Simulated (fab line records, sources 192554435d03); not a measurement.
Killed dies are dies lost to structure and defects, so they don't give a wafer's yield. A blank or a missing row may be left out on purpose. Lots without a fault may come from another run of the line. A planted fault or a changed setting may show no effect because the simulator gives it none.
Split-lot experiment | flow n5_finfet | 7 lots, 21 wafers read, on a route of 1938 steps

THE SPLIT
At N5_BEOL_M1_EXPOSE_25 (exposes mask V0, defocus 5 nm, target cd 24 nm), the setting dose_mj was moved away from the recipe's 63 on 10 of the 21 wafers read, by -6.8% to +6.4%. The other wafers ran this setting at the recipe's value.

FROM THE SPLIT TO THE READING: what the file shows between them, 2 steps
- N5_BEOL_M1_PEB_26: peb time 60 s
- N5_BEOL_M1_DEVELOP_27: develop time 30 s

THE READING
cd_nm, in nm, at N5_BEOL_M1_CD_MEAS_28 (target cd y 23.3 nm). Fault-free wafers of this fab line usually give 23.92 nm, standard deviation 0.26 nm.

wafer  | tool, chamber at the split | dose_mj as run | against the recipe | cd_nm, nm | against lot-mates on the recipe
L085.1 | euv_scanner-01, 0          | 63             | recipe             | 24.08     | -
L085.2 | euv_scanner-01, 0          | 58.74          | -6.8%              | 23.10     | -0.89
L085.3 | euv_scanner-01, 0          | 63             | recipe             | 23.90     | -
L084.3 | euv_scanner-01, 0          | 67.06          | +6.4%              | 25.22     | no lot-mate on the recipe
L084.4 | euv_scanner-01, 0          | 67.06          | +6.4%              | 25.20     | no lot-mate on the recipe
L084.5 | euv_scanner-01, 0          | 67.06          | +6.4%              | 25.22     | no lot-mate on the recipe
L086.3 | euv_scanner-01, 0          | 63             | recipe             | 23.67     | -
L086.4 | euv_scanner-01, 0          | 63             | recipe             | 23.69     | -
L086.5 | euv_scanner-01, 0          | 63             | recipe             | 23.57     | -
L089.1 | euv_scanner-01, 0          | 63             | recipe             | 23.56     | -
L089.5 | euv_scanner-01, 0          | 58.82          | -6.6%              | 22.49     | -1.07
L089.6 | euv_scanner-01, 0          | 58.82          | -6.6%              | 22.49     | -1.07
L090.2 | euv_scanner-01, 0          | 63             | recipe             | 23.58     | -
L090.4 | euv_scanner-01, 0          | 64.55          | +2.5%              | 24.52     | +0.85
L090.5 | euv_scanner-01, 0          | 63             | recipe             | 23.76     | -
L096.1 | euv_scanner-01, 0          | 59.28          | -5.9%              | 22.46     | -1.51
L096.2 | euv_scanner-01, 0          | 63             | recipe             | 23.98     | -
L096.6 | euv_scanner-01, 0          | 63             | recipe             | 23.96     | -
L097.2 | euv_scanner-01, 0          | 66.6           | +5.7%              | 24.76     | +0.78
L097.4 | euv_scanner-01, 0          | 63             | recipe             | 23.98     | -
L097.5 | euv_scanner-01, 0          | 66.6           | +5.7%              | 25.08     | +1.10

THE FIT
A straight line over all 21 wafers: cd_nm changes by +0.196 nm for each +1% of dose_mj; r = +0.97; the points scatter about the line by 0.22 nm.
The same after taking each lot's own level away (the mean of its wafers on the recipe; 18 wafers): +0.176 nm for each +1%; r = +0.96; scatter 0.19 nm.
On that fit, the largest move of dose_mj shifts the reading by 1.2 nm.
The lots' own levels span 23.560 to 23.990 nm, that is 1.7 times the standard deviation above.
So the lot-to-lot level changes the slope: the two fits differ.
Check: with one of the wafers moved furthest among these (-6.8%) left out of the fit, the line predicts -1.25 nm for it against its lot-mates. It came out at -0.89 nm against them.

OTHER SPLITS ON THESE WAFERS
These wafers also went through other splits before the reading. Each is held against what the fit with the lots' levels taken away leaves over:
other split on the same wafers       | wafers away from the commonest value | r with cd_nm (lot level and that fit taken away)
N5_BEOL_M0_SAQP_COAT_81 temp_c       | 8                                    | +0.38
N5_BEOL_M0_SAQP_CUT_ETCH_46 source_w | 10                                   | -0.18
N5_BEOL_M0_CUTY_EXPOSE_54 dose_mj    | 7                                    | -0.33

THE WHOLE CHAIN: every reading that the file lists as answering this split, in the file's order
step                   | what it does                                                       | reading                                                        | change (the file's fit)               | r (the file's)
N5_BEOL_M1_CD_MEAS_28  | target cd y 23.3 nm                                                | cd_nm                                                          | +0.18 nm for each +1% of the setting  | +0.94
N5_BEOL_M1_VIA_ETCH_34 | etches the open film in C4F6/O2, target depth 67.8 nm, time 64.4 s | BEOL_M1.cd_nm (the simulator's own value, which no gauge read) | +0.251 nm for each +1% of the setting | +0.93

THE FILE'S OWN FIT
cd_nm changes by +0.18 nm for each +1% of dose_mj, r = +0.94.
